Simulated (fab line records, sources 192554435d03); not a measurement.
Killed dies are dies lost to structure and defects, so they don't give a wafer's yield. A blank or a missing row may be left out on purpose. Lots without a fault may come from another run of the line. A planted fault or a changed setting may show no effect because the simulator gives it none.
Which tool did it? | flow n5_finfet | 24 lots, 72 wafers sampled, at 5 steps of a route of 1938

WHAT THE GAUGES READ, wafer by wafer
N5_BEOL_M10_INSPECT_58: inspects for defects (darkfield). Usual: raw_defect_count 72, standard deviation 23.
lot  | measured     | on                | raw_defect_count | flag
L074 | day 9 18:59  | defect_inspect-01 | 43 82 93         |
L076 | day 10 11:01 | defect_inspect-02 | 73 51 68         |
L075 | day 10 12:25 | defect_inspect-01 | 58 72 90         |
L079 | day 10 19:02 | defect_inspect-02 | 50 90 68         |
L077 | day 10 19:18 | defect_inspect-02 | 63 46 51         |
L078 | day 10 19:39 | defect_inspect-02 | 62 92 47         |
L081 | day 11 14:17 | defect_inspect-02 | 130 83 78        |
L080 | day 11 14:24 | defect_inspect-01 | 50 54 68         |
L082 | day 11 20:25 | defect_inspect-02 | 64 52 71         |
L084 | day 12 11:35 | defect_inspect-01 | 60 83 31         |
L083 | day 12 14:33 | defect_inspect-01 | 55 53 71         |
L085 | day 12 21:40 | defect_inspect-02 | 83 39 43         |
L086 | day 13 00:38 | defect_inspect-02 | 55 53 55         |
L088 | day 13 18:16 | defect_inspect-01 | 45 49 86         |
L087 | day 13 18:28 | defect_inspect-01 | 69 124 111       |
L091 | day 14 09:34 | defect_inspect-01 | 79 74 74         |
L090 | day 14 09:17 | defect_inspect-01 | 116 83 75        |
L089 | day 14 07:10 | defect_inspect-01 | 94 38 64         |
L093 | day 14 10:20 | defect_inspect-01 | 69 79 70         |
L092 | day 14 15:35 | defect_inspect-02 | 75 59 51         |
L094 | day 15 05:18 | defect_inspect-01 | 59 33 66         |
L095 | day 15 15:20 | defect_inspect-01 | 109 96 43        |
L096 | day 15 16:16 | defect_inspect-01 | 52 51 41         |
L097 | day 15 22:42 | defect_inspect-02 | 113 76 83        |

N5_BEOL_M11_INSPECT_13: inspects for defects (brightfield). Usual: raw_defect_count 419, standard deviation 98.
lot  | measured     | on                | raw_defect_count | flag
L074 | day 9 20:46  | defect_inspect-02 | 560 587 558      |
L076 | day 10 12:13 | defect_inspect-01 | 498 357 360      |
L075 | day 10 15:04 | defect_inspect-02 | 319 586 452      |
L079 | day 10 22:04 | defect_inspect-02 | 238 481 414      |
L077 | day 10 22:24 | defect_inspect-02 | 321 345 404      |
L078 | day 10 23:45 | defect_inspect-01 | 364 386 351      |
L081 | day 11 16:03 | defect_inspect-02 | 523 319 378      |
L080 | day 11 22:56 | defect_inspect-01 | 209 342 365      |
L082 | day 11 23:32 | defect_inspect-02 | 366 412 480      |
L084 | day 12 13:50 | defect_inspect-01 | 316 395 262      |
L083 | day 12 19:50 | defect_inspect-02 | 633 389 398      |
L085 | day 12 23:09 | defect_inspect-01 | 339 313 318      |
L086 | day 13 02:32 | defect_inspect-02 | 415 331 329      |
L088 | day 13 21:23 | defect_inspect-02 | 389 561 365      |
L087 | day 13 21:33 | defect_inspect-02 | 526 517 443      |
L091 | day 14 11:05 | defect_inspect-02 | 610 441 440      |
L090 | day 14 13:34 | defect_inspect-02 | 492 471 389      |
L089 | day 14 09:09 | defect_inspect-02 | 497 622 553      |
L093 | day 14 13:25 | defect_inspect-01 | 280 398 305      |
L092 | day 14 18:29 | defect_inspect-02 | 453 321 325      |
L094 | day 15 07:29 | defect_inspect-01 | 455 358 418      |
L095 | day 15 17:35 | defect_inspect-01 | 533 432 334      |
L096 | day 15 18:41 | defect_inspect-02 | 387 409 345      |
L097 | day 16 00:23 | defect_inspect-02 | 443 395 416      |

WHICH TOOL RAN EACH LOT (tool, then ch and the chambers of the sampled wafers, then the start)
lot  | N5_BEOL_M9_STRIP_36                | N5_BEOL_M10_PRE_CLEAN_45     | N5_BEOL_M11_CURE_71
L074 | rie_diel-02 ch 1,2,3, day 9 08:50  | pvd_sputter-01, day 9 17:25  | uv_cure-03 ch 2, day 9 19:11
L076 | rie_diel-05 ch 0,2,3, day 9 23:29  | pvd_sputter-03, day 10 08:08 | uv_cure-01 ch 1, day 10 11:10
L075 | rie_diel-05 ch 0,1, day 10 01:36   | pvd_sputter-02, day 10 10:46 | uv_cure-01 ch 1, day 10 12:34
L079 | rie_diel-05 ch 1,2,3, day 10 06:47 | pvd_sputter-01, day 10 16:35 | uv_cure-01 ch 2, day 10 19:09
L077 | rie_diel-04 ch 1,2, day 10 06:58   | pvd_sputter-02, day 10 17:07 | uv_cure-01 ch 2, day 10 19:43
L078 | rie_diel-05 ch 0,1,2, day 10 08:53 | pvd_sputter-02, day 10 17:47 | uv_cure-01 ch 1, day 10 20:07
L081 | rie_diel-02 ch 1,2,3, day 11 00:08 | pvd_sputter-03, day 11 12:46 | uv_cure-03 ch 1, day 11 14:29
L080 | rie_diel-02 ch 1,2,3, day 11 02:23 | pvd_sputter-01, day 11 12:50 | uv_cure-02 ch 2, day 11 14:41
L082 | rie_diel-04 ch 1,3, day 11 08:19   | pvd_sputter-02, day 11 18:40 | uv_cure-02 ch 0, day 11 20:32
L084 | rie_diel-02 ch 0,3, day 11 23:11   | pvd_sputter-03, day 12 09:43 | uv_cure-02 ch 2, day 12 11:47
L083 | rie_diel-02 ch 1,2,3, day 12 01:37 | pvd_sputter-03, day 12 12:29 | uv_cure-03 ch 1, day 12 14:40
L085 | rie_diel-04 ch 0,1, day 12 05:26   | pvd_sputter-01, day 12 19:56 | uv_cure-01 ch 2, day 12 21:48
L086 | rie_diel-02 ch 0,1,2, day 12 12:25 | pvd_sputter-01, day 12 22:32 | uv_cure-01 ch 2, day 13 00:50
L088 | rie_diel-05 ch 0,3, day 13 03:09   | pvd_sputter-02, day 13 16:40 | uv_cure-01 ch 0, day 13 18:25
L087 | rie_diel-05 ch 2,3, day 13 03:42   | pvd_sputter-02, day 13 16:49 | uv_cure-03 ch 1, day 13 18:35
L091 | rie_diel-02 ch 0,2, day 13 20:39   | pvd_sputter-02, day 14 07:43 | uv_cure-01 ch 2, day 14 09:51
L090 | rie_diel-05 ch 0,2,3, day 13 20:49 | pvd_sputter-02, day 14 07:38 | uv_cure-02 ch 1, day 14 09:44
L089 | rie_diel-02 ch 1,2, day 13 22:49   | pvd_sputter-01, day 14 05:10 | uv_cure-02 ch 2, day 14 07:27
L093 | rie_diel-04 ch 1,2,3, day 13 23:01 | pvd_sputter-01, day 14 08:16 | uv_cure-03 ch 1, day 14 11:01
L092 | rie_diel-04 ch 0,1,2, day 14 07:23 | pvd_sputter-01, day 14 13:43 | uv_cure-01 ch 0, day 14 15:44
L094 | rie_diel-04 ch 1,2,3, day 14 17:44 | pvd_sputter-02, day 15 03:17 | uv_cure-02 ch 2, day 15 05:34
L095 | rie_diel-02 ch 0,1, day 15 03:49   | pvd_sputter-01, day 15 13:46 | uv_cure-03 ch 1, day 15 15:27
L096 | rie_diel-05 ch 0,2,3, day 15 06:05 | pvd_sputter-01, day 15 14:29 | uv_cure-01 ch 0, day 15 16:22
L097 | rie_diel-05 ch 0,1, day 15 10:46   | pvd_sputter-02, day 15 20:47 | uv_cure-01 ch 1, day 15 22:49
- N5_BEOL_M9_STRIP_36: strips in N2/H2.
- N5_BEOL_M10_PRE_CLEAN_45: time 30 s.
- N5_BEOL_M11_CURE_71: cures SiCOH lowk, time 240 s.

WHAT THE TOOLS THEMSELVES READ (means of the sampled wafers that have a number; where no wafer has one, the mark that the record gives instead)
N5_BEOL_M9_STRIP_36. Usual: bias_power_w 7.003 W, standard deviation 0.022; drypump_motor_current_A 5.8 A, standard deviation 0.4; oes_product_au 0.76 a.u., standard deviation 0.084; power_w 449.9 W, standard deviation 1.3; rf_vpp_V 59.2 V, standard deviation 1.3; showerhead_plenum_p_Torr 2.53 Torr, standard deviation 0.076; throttle_valve_pct 23.6 %, standard deviation 0.33.
lot  | tool        | bias_power_w (W) | drypump_motor_current_A (A) | oes_product_au (a.u.) | power_w (W) | rf_vpp_V (V) | showerhead_plenum_p_Torr (Torr) | throttle_valve_pct (%) | flag
L074 | rie_diel-02 | 7.014            | 6.0                         | 0.73                  | 450.8       | 58.6         | 2.53                            | 23.9                   |
L076 | rie_diel-05 | 7.003            | 5.8                         | 0.78                  | 450.4       | 58.0         | 2.54                            | 23.5                   |
L075 | rie_diel-05 | 7.037            | 6.2                         | 0.72                  | 450.3       | 59.1         | 2.60                            | 23.7                   |
L079 | rie_diel-05 | 6.983            | 5.9                         | 0.71                  | 451.7       | 59.3         | 2.56                            | 23.5                   |
L077 | rie_diel-04 | 7.016            | 5.5                         | 0.83                  | 449.8       | 58.2         | 2.56                            | 23.6                   |
L078 | rie_diel-05 | 7.015            | 5.9                         | 0.73                  | 450.7       | 59.4         | 2.60                            | 23.7                   |
L081 | rie_diel-02 | 7.011            | 6.1                         | 0.73                  | 451.0       | 59.0         | 2.52                            | 23.9                   |
L080 | rie_diel-02 | 7.024            | 6.0                         | 0.72                  | 450.0       | 58.8         | 2.52                            | 23.9                   |
L082 | rie_diel-04 | 7.003            | 5.3                         | 0.92                  | 450.2       | 59.7         | 2.52                            | 23.1                   |
L084 | rie_diel-02 | 7.009            | 5.8                         | 0.72                  | 449.6       | 57.5         | 2.50                            | 23.7                   |
L083 | rie_diel-02 | 6.990            | 6.1                         | 0.72                  | 449.8       | 59.7         | 2.52                            | 23.9                   |
L085 | rie_diel-04 | 6.993            | 5.2                         | 0.80                  | 450.3       | 59.6         | 2.52                            | 23.6                   |
L086 | rie_diel-02 | 7.009            | 6.0                         | 0.72                  | 450.0       | 59.3         | 2.52                            | 23.9                   |
L088 | rie_diel-05 | 7.011            | 6.1                         | 0.77                  | 449.0       | 59.3         | 2.46                            | 23.4                   |
L087 | rie_diel-05 | 6.990            | 5.6                         | 0.71                  | 448.7       | 58.6         | 2.56                            | 23.4                   |
L091 | rie_diel-02 | 6.991            | 6.1                         | 0.70                  | 447.9       | 59.1         | 2.57                            | 23.8                   |
L090 | rie_diel-05 | 7.010            | 5.8                         | 0.74                  | 449.3       | 59.5         | 2.53                            | 23.5                   |
L089 | rie_diel-02 | 7.001            | 6.2                         | 0.71                  | 450.1       | 58.9         | 2.55                            | 23.9                   |
L093 | rie_diel-04 | 6.984            | 5.6                         | 0.82                  | 450.9       | 60.7         | 2.52                            | 23.3                   |
L092 | rie_diel-04 | 6.990            | 5.5                         | 0.75                  | 450.0       | 59.7         | 2.50                            | 23.7                   |
L094 | rie_diel-04 | 6.988            | 5.6                         | 0.82                  | 449.9       | 59.6         | 2.52                            | 23.4                   |
L095 | rie_diel-02 | 7.009            | 5.9                         | 0.72                  | 449.9       | 58.8         | 2.45                            | 24.1                   |
L096 | rie_diel-05 | 7.009            | 5.9                         | 0.74                  | 450.0       | 58.2         | 2.52                            | 23.5                   |
L097 | rie_diel-05 | 7.016            | 6.2                         | 0.87                  | 450.3       | 59.5         | 2.58                            | 23.4                   |

N5_BEOL_M10_PRE_CLEAN_45. Usual: heater_power_w 352 W, standard deviation 52.
lot  | tool           | heater_power_w (W) | flag
L074 | pvd_sputter-01 | 307                |
L076 | pvd_sputter-03 | 369                |
L075 | pvd_sputter-02 | 412                |
L079 | pvd_sputter-01 | 375                |
L077 | pvd_sputter-02 | 357                |
L078 | pvd_sputter-02 | 385                |
L081 | pvd_sputter-03 | 326                |
L080 | pvd_sputter-01 | 309                |
L082 | pvd_sputter-02 | 354                |
L084 | pvd_sputter-03 | 342                |
L083 | pvd_sputter-03 | 333                |
L085 | pvd_sputter-01 | 341                |
L086 | pvd_sputter-01 | 342                |
L088 | pvd_sputter-02 | 384                |
L087 | pvd_sputter-02 | 379                |
L091 | pvd_sputter-02 | 352                |
L090 | pvd_sputter-02 | 383                |
L089 | pvd_sputter-01 | 307                |
L093 | pvd_sputter-01 | 342                |
L092 | pvd_sputter-01 | 332                |
L094 | pvd_sputter-02 | 385                |
L095 | pvd_sputter-01 | 401                |
L096 | pvd_sputter-01 | 309                |
L097 | pvd_sputter-02 | 384                |

N5_BEOL_M11_CURE_71. Usual: lamp_power_pct 52.32 %, standard deviation 0.056; wafer_temp_C_max 386.7, standard deviation 0.78.
lot  | tool       | lamp_power_pct (%) | wafer_temp_C_max | flag
L074 | uv_cure-03 | 52.26              | 386.3            |
L076 | uv_cure-01 | 52.28              | 387.7            |
L075 | uv_cure-01 | 52.31              | 386.7            |
L079 | uv_cure-01 | 52.38              | 387.0            |
L077 | uv_cure-01 | 52.27              | 386.8            |
L078 | uv_cure-01 | 52.36              | 388.1            |
L081 | uv_cure-03 | 52.35              | 386.0            |
L080 | uv_cure-02 | 52.32              | 386.3            |
L082 | uv_cure-02 | 52.32              | 387.9            |
L084 | uv_cure-02 | 52.30              | 386.2            |
L083 | uv_cure-03 | 52.35              | 385.8            |
L085 | uv_cure-01 | 52.28              | 387.1            |
L086 | uv_cure-01 | 52.21              | 386.9            |
L088 | uv_cure-01 | 52.28              | 387.2            |
L087 | uv_cure-03 | 52.33              | 385.9            |
L091 | uv_cure-01 | 52.32              | 386.7            |
L090 | uv_cure-02 | 52.31              | 386.5            |
L089 | uv_cure-02 | 52.32              | 386.5            |
L093 | uv_cure-03 | 52.31              | 386.0            |
L092 | uv_cure-01 | 52.34              | 387.2            |
L094 | uv_cure-02 | 52.27              | 386.2            |
L095 | uv_cure-03 | 52.30              | 385.8            |
L096 | uv_cure-01 | 52.31              | 386.7            |
L097 | uv_cure-01 | 52.37              | 388.2            |

THE ANSWER, worked out from the rows above alone
Rule: a lot is off if the mean of its wafers that have a number lies more than 3 standard deviations from the usual mean. A lot without any number at a reading at which 4 lots or more have one is off too. The other lots that the step has rows for count as sound. The gauges are gone through in route order, then the tools' own readings, and for those a lot's mean is taken as printed above. The first step at which some lot is off is used, and at that step the reading that is off furthest; a lot without a number counts as furthest.
No lot is off at any reading shown: from this, nothing can be told.

WHAT THE SIMULATOR HAD PUT IN
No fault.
